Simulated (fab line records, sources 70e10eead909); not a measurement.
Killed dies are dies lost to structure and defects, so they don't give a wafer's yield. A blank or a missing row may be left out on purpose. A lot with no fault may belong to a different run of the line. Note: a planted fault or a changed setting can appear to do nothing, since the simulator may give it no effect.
Chamber matching :: flow nand harc :: NHARC_A_STAIRCASE_CMP_152 on cmp-04: 4 sister chambers
The step polishes. 22 wafers are shown with their chamber, then 11 later ones without.

EACH WAFER AND ITS CHAMBER
wafer: L074.1
chamber: 3
motor current A (A): 10.4
edge zone pressure frac: 1.002

wafer: L074.5
chamber: 1
motor current A (A): 13.2
edge zone pressure frac: 0.997

wafer: L074.6
chamber: 2
motor current A (A): 11.8
edge zone pressure frac: 1.008

wafer: L077.1
chamber: 1
motor current A (A): 12.6
edge zone pressure frac: 0.998

wafer: L077.2
chamber: 3
motor current A (A): 10.3
edge zone pressure frac: 1.001

wafer: L077.6
chamber: 2
motor current A (A): 12.2
edge zone pressure frac: 1.001

wafer: L080.2
chamber: 3
motor current A (A): 10.1
edge zone pressure frac: 0.997

wafer: L080.4
chamber: 0
motor current A (A): 9.5
edge zone pressure frac: 1.004

wafer: L080.5
chamber: 0
motor current A (A): 10.7
edge zone pressure frac: 1.000

wafer: L085.2
chamber: 1
motor current A (A): 13.2
edge zone pressure frac: 0.999

wafer: L085.3
chamber: 2
motor current A (A): 11.7
edge zone pressure frac: 0.994

wafer: L085.5
chamber: 3
motor current A (A): 10.2
edge zone pressure frac: 0.996

wafer: L088.1
chamber: 0
motor current A (A): 11.1
edge zone pressure frac: 0.984

wafer: L088.3
chamber: 3
motor current A (A): 9.9
edge zone pressure frac: 1.003

wafer: L088.6
chamber: 3
motor current A (A): 10.1
edge zone pressure frac: 0.999

wafer: L089.1
chamber: 3
motor current A (A): 9.6
edge zone pressure frac: 0.993

wafer: L089.4
chamber: 2
motor current A (A): 12.5
edge zone pressure frac: 1.004

wafer: L089.6
chamber: 2
motor current A (A): 11.6
edge zone pressure frac: 1.006

wafer: L091.1
chamber: 1
motor current A (A): 12.7
edge zone pressure frac: 1.008

wafer: L091.5
chamber: 2
motor current A (A): 12.2
edge zone pressure frac: 0.988

wafer: L091.6
chamber: 3
motor current A (A): 10.0
edge zone pressure frac: 0.993

wafer: L093.2
chamber: 2
motor current A (A): 12.0
edge zone pressure frac: 1.004

SIGNATURES, as means of the wafers listed above
reading: motor current A
chamber 0: 10.433
chamber 1: 12.925
chamber 2: 12.000
chamber 3: 10.075
scatter within a chamber: 0.391

reading: edge zone pressure frac
chamber 0: 0.99600
chamber 1: 1.00050
chamber 2: 1.00071
chamber 3: 0.99800
scatter within a chamber: 0.00631
Rule: a wafer's distance from a chamber is the root of the sum, over the readings, of the square of ((its reading less the chamber's mean) divided by the reading's scatter). If the next closest chamber is less than 2 further off than the closest, the wafer can't be placed; otherwise it belongs to the closest. The scatter: the root of (the sum of the squares of (reading less its chamber's mean) over the shown wafers, divided by (wafers less chambers)).

WAFERS WITH NO CHAMBER GIVEN
wafer: L093.3
motor current A (A): 10.9
edge zone pressure frac: 0.996

wafer: L093.6
motor current A (A): 9.9
edge zone pressure frac: 1.002

wafer: L095.2
motor current A (A): 10.9
edge zone pressure frac: 1.005

wafer: L095.3
motor current A (A): 12.9
edge zone pressure frac: 1.007

wafer: L095.6
motor current A (A): 12.6
edge zone pressure frac: 0.996

wafer: L096.3
motor current A (A): 11.5
edge zone pressure frac: 0.998

wafer: L096.4
motor current A (A): 10.8
edge zone pressure frac: 1.001

wafer: L096.6
motor current A (A): 12.7
edge zone pressure frac: 0.999

wafer: L097.1
motor current A (A): 10.6
edge zone pressure frac: 0.994

wafer: L097.3
motor current A (A): 12.9
edge zone pressure frac: 0.999

wafer: L097.6
motor current A (A): 10.6
edge zone pressure frac: 0.996

EACH ONE'S CHAMBER
wafer: L093.3
from the rows above: can't be placed: 0 or 3 or 2
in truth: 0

wafer: L093.6
from the rows above: can't be placed: 3 or 0
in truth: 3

wafer: L095.2
from the rows above: can't be placed: 0 or 3 or 2
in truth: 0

wafer: L095.3
from the rows above: can't be placed: 1 or 2
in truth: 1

wafer: L095.6
from the rows above: can't be placed: 1 or 2
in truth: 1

wafer: L096.3
from the rows above: can't be placed: 2 or 0
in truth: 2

wafer: L096.4
from the rows above: can't be placed: 0 or 3 or 2
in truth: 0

wafer: L096.6
from the rows above: can't be placed: 1 or 2
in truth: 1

wafer: L097.1
from the rows above: can't be placed: 0 or 3
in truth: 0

wafer: L097.3
from the rows above: 1
in truth: 1

wafer: L097.6
from the rows above: can't be placed: 0 or 3
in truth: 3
Correctly placed: 1 of 11. From these rows, 10 cannot be placed; in 10 the true chamber is one of the candidates. 0 placed wrongly.
